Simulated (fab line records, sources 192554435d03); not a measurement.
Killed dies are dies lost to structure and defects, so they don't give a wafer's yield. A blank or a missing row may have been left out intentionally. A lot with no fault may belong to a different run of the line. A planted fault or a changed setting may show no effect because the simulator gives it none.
Which tool is to blame? -- flow n5_finfet -- 12 lots (36 wafers sampled), 1 step of a 1938-step route

WHAT THE GAUGES SHOWED, per wafer
N5_SD_EPI_P_INSPECT_11: inspects for defects (macro).
lot,measured,on,raw_defect_count
L075,day 3 13:03,defect_inspect-02,4 3 2
L077,day 4 04:36,defect_inspect-01,0 4 2
L079,day 4 13:11,defect_inspect-02,0 0 4
L081,day 4 23:32,defect_inspect-02,4 3 0
L083,day 5 13:53,defect_inspect-02,0 0 1
L085,day 6 05:56,defect_inspect-02,1 2 4
L087,day 6 13:55,defect_inspect-01,3 3 6
L089,day 7 05:16,defect_inspect-02,3 0 2
L091,day 7 13:43,defect_inspect-02,4 4 5
L093,day 8 01:37,defect_inspect-02,3 2 3
L095,day 8 10:22,defect_inspect-02,5 1 2
L097,day 8 23:27,defect_inspect-02,1 2 1

WHICH TOOL RAN EACH LOT (tool, then ch and the chambers of the sampled wafers, then the start)
Before these readings, the record contains no process step.

THE ANSWER, worked out from the rows above alone
Rule: the lots themselves supply what counts as usual. The widest of any qualifying gaps counts: lots, ordered by their means at a reading, are off when they make up no more than a third of the lots, leave a main group of 4 or more, and stand apart from it by 3 or more times the standard deviation of that group's means. A main group whose means are all the same, to the digits that the tables above print for the reading, isn't used. A lot without any number at a reading at which 4 lots or more have one is off too. Where the step has rows for the other lots, those lots are counted as sound.
Across all readings shown, no lot is off: no conclusion can be drawn from this.

WHAT HAD BEEN PUT IN BY THE SIMULATOR
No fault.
